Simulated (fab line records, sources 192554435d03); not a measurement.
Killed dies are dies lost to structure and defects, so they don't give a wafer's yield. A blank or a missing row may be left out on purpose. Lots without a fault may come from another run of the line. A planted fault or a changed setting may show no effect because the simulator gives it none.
Split-lot experiment | flow n5_finfet | 7 lots, 21 wafers read, on a route of 1938 steps

THE SPLIT
At N5_HKMG_FIN_EXPOSE_46 (exposes mask NDIPOLE), the setting dose_mj was moved away from the recipe's 40 on 6 of the 21 wafers read, by -7.2% to +7.3%. The other wafers ran this setting at the recipe's value.

FROM THE SPLIT TO THE READING: what the file shows between them, 2 steps
- N5_HKMG_FIN_PEB_47: peb time 60 s
- N5_HKMG_FIN_DEVELOP_48: develop time 30 s

THE READING
cd_nm, in nm, at N5_HKMG_FIN_CD_MEAS_49 (target cd 202 nm). Fault-free wafers of this fab line usually give 201.9 nm, standard deviation 0.61 nm.

wafer  | tool, chamber at the split | dose_mj as run | against the recipe | cd_nm, nm | against lot-mates on the recipe
L076.1 | arfi_scanner-01, 0         | 39.15          | -2.1%              | 201.0     | -0.4
L076.4 | arfi_scanner-01, 0         | 40             | recipe             | 201.4     | -
L076.5 | arfi_scanner-01, 0         | 40             | recipe             | 201.5     | -
L080.1 | arfi_scanner-02, 0         | 40             | recipe             | 202.8     | -
L080.2 | arfi_scanner-02, 0         | 40             | recipe             | 203.5     | -
L080.4 | arfi_scanner-02, 0         | 40             | recipe             | 202.7     | -
L081.3 | arfi_scanner-02, 0         | 38.07          | -4.8%              | 199.0     | -3.3
L081.4 | arfi_scanner-02, 0         | 40             | recipe             | 202.3     | -
L081.5 | arfi_scanner-02, 0         | 38.07          | -4.8%              | 198.6     | -3.7
L090.4 | arfi_scanner-03, 0         | 40             | recipe             | 202.4     | -
L090.5 | arfi_scanner-03, 0         | 40             | recipe             | 201.7     | -
L090.6 | arfi_scanner-03, 0         | 40             | recipe             | 201.4     | -
L091.2 | arfi_scanner-02, 0         | 42.92          | +7.3%              | 207.2     | +4.6
L091.3 | arfi_scanner-02, 0         | 40             | recipe             | 202.6     | -
L091.6 | arfi_scanner-02, 0         | 42.92          | +7.3%              | 207.5     | +4.9
L092.2 | arfi_scanner-02, 0         | 40             | recipe             | 201.7     | -
L092.4 | arfi_scanner-02, 0         | 37.11          | -7.2%              | 197.7     | -4.3
L092.5 | arfi_scanner-02, 0         | 40             | recipe             | 202.3     | -
L097.2 | arfi_scanner-03, 0         | 40             | recipe             | 202.1     | -
L097.3 | arfi_scanner-03, 0         | 40             | recipe             | 202.1     | -
L097.4 | arfi_scanner-03, 0         | 40             | recipe             | 202.3     | -

THE FIT
A straight line over all 21 wafers: cd_nm changes by +0.682 nm for each +1% of dose_mj; r = +0.97; the points scatter about the line by 0.53 nm.
The same after taking each lot's own level away (the mean of its wafers on the recipe; 21 wafers): +0.645 nm for each +1%; r = +0.99; scatter 0.36 nm.
On that fit, the largest move of dose_mj shifts the reading by 4.7 nm.
The lots' own levels span 201.45 to 203.00 nm, that is 2.5 times the standard deviation above.
So the lot-to-lot level changes the slope little: the two slopes agree.
Check: with one of the wafers moved furthest among these (+7.3%) left out of the fit, the line predicts +4.8 nm for it against its lot-mates. It came out at +4.6 nm against them.

OTHER SPLITS ON THESE WAFERS
These wafers also went through other splits before the reading. Each is held against what the fit with the lots' levels taken away leaves over:
other split on the same wafers | wafers away from the commonest value | r with cd_nm (lot level and that fit taken away)
N5_SDB_EXPOSE_08 dose_mj       | 6                                    | +0.11

THE WHOLE CHAIN: every reading that the file lists as answering this split, in the file's order
step                   | what it does                                           | reading                                                                | change (the file's fit)               | r (the file's)
N5_HKMG_FIN_CD_MEAS_49 | target cd 202 nm                                       | cd_nm                                                                  | +0.629 nm for each +1% of the setting | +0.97
N5_HKMG_FIN_ETCH_54    | etches SiARC in CF4, target depth 45.5 nm, time 75.8 s | HKMG_FIN.cd_offset_nm (the simulator's own value, which no gauge read) | +0.643 nm for each +1% of the setting | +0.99
N5_HKMG_FIN_ETCH_55    | etches SOC in N2/H2, target depth 240 nm, time 300 s   | HKMG_FIN.cd_offset_nm (the simulator's own value, which no gauge read) | +0.657 nm for each +1% of the setting | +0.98

THE FILE'S OWN FIT
cd_nm changes by +0.629 nm for each +1% of dose_mj, r = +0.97.
